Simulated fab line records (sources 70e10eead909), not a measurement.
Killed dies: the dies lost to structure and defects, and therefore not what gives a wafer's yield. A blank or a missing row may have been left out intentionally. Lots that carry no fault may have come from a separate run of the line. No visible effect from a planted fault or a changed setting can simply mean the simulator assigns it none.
A struck lot beside a sound one || flow nand-harc || 14 out of 1302 route steps
Sound: the wafers L560.1, L560.4, L560.6. Struck: wafer L573.1 (left out: L573.2, L573.5 of the same lot, which were not struck); the cause appears at the end.
Order at every step that has rows: each side's tool, ch and its chambers, its first start. Under that, the readings that differ: sound wafers || struck wafers || difference of the means || sigmas: that difference in standard deviations of wafers without a fault.
alike: same words and numbers on both sides, and readings whose means sit less than 2 such deviations apart. not compared: any withheld reading, any reading some wafer has no value for, any bound like >300 that may hide the same value, and any number with overlapping values for which the record gives no deviation.
The two part at a step that has a row with sigmas, a row that says differs or no value, or rows on one side only. When numbers do not overlap yet have no deviation, they are printed without sigmas and do not part them. A reading that every wafer of one side lacks parts them only if that side has two wafers or more.

first, 2 steps without rows for these wafers: NHARC_P_GATE_DESCUM_93 (chemistry O2, time 3 s); NHARC_P_GATE_IMPLANT_94.
NHARC_P_GATE_STRIP_113: strips in N2/H2, time 740 s.
  sound on plasma-asher-02 ch 0,1, day 5 19:35; struck on plasma-asher-01 ch 0, day 11 19:10
  alike: drypump-motor-current-A, heater-power-w, temp-c
  not compared: rf-hours-counter-h
then, 2 steps without rows for these wafers: NHARC_P_GATE_STRIP_95 (strips in O2); NHARC_P_GATE_STRIP_96 (strips in SPM, time 900 s).
NHARC_P_GATE_RTA_64: time 1 s.
  sound on rtp-anneal-01 ch 0, day 5 20:52; struck on rtp-anneal-02 ch 0, day 11 20:27
{"reading": "lamp-power-pct (%)", "sound": "35.7 35.8 35.7", "struck": 37.3, "difference": "+1.6", "sigmas": "+2"}
{"reading": "lamp_zone_3_pct (%)", "sound": "35.8 35.8 35.8", "struck": 37.3, "difference": "+1.5", "sigmas": "+2"}
{"reading": "lamp_zone_7_pct (%)", "sound": "36.2 36.2 36.2", "struck": 37.8, "difference": "+1.6", "sigmas": "+2"}
{"reading": "wafer_temp_C_max", "sound": "1052.5 1053.1 1053.5", "struck": 1055.9, "difference": "+2.9", "sigmas": "+2"}
then, 1 step without rows for these wafers: NHARC_P_GATE_ETCH_77 (etches SiO2 in dHF, target depth 6 nm).
NHARC_P_GATE_DEGAS_109: time 60 s.
  struck on pvd-sputter-01, day 11 20:47; sound on pvd-sputter-01, day 5 21:11
  alike: heater-power-w
then, 3 steps without rows for these wafers: NHARC_P_GATE_PRE_CLEAN_110 (time 30 s); NHARC_P_GATE_SPUTTER_78 (material Ni, target thk 10 nm); NHARC_P_GATE_SPUTTER_79 (material TiN, target thk 10 nm).
NHARC_P_GATE_RTA_80: time 30 s.
  sound on rtp-anneal-01 ch 0, day 5 21:29; struck on rtp-anneal-01 ch 0, day 11 21:09
  alike: lamp-power-pct, lamp_zone_3_pct, lamp_zone_7_pct, wafer_temp_C_max
NHARC_P_GATE_STRIP_67: strips in SPM, time 600 s.
  sound on wet-bench-02 ch 2,3,5, day 5 21:41; struck on wet-bench-02 ch 6, day 11 21:22
{"reading": "bath-guard-temp-C (C)", "sound": "129.6 129.8 129.9", "struck": 124.8, "difference": -5.0, "sigmas": -13}
{"reading": "temp-c (C)", "sound": "129.78 130.02 130.03", "struck": 125.01, "difference": -4.93, "sigmas": -33}
NHARC_P_GATE_RTA_82: time 30 s.
  sound on rtp-anneal-02 ch 0, day 5 21:56; struck on rtp-anneal-02 ch 0, day 11 21:36
  alike: lamp-power-pct, lamp_zone_3_pct, lamp_zone_7_pct, wafer_temp_C_max

WHERE THEY PART
At NHARC_P_GATE_RTA_64 first; at NHARC_P_GATE_STRIP_67 last (within this record only). Later steps at which nothing parts them and some readings are alike: NHARC_P_GATE_RTA_82.

WHY: the cause the simulator had injected
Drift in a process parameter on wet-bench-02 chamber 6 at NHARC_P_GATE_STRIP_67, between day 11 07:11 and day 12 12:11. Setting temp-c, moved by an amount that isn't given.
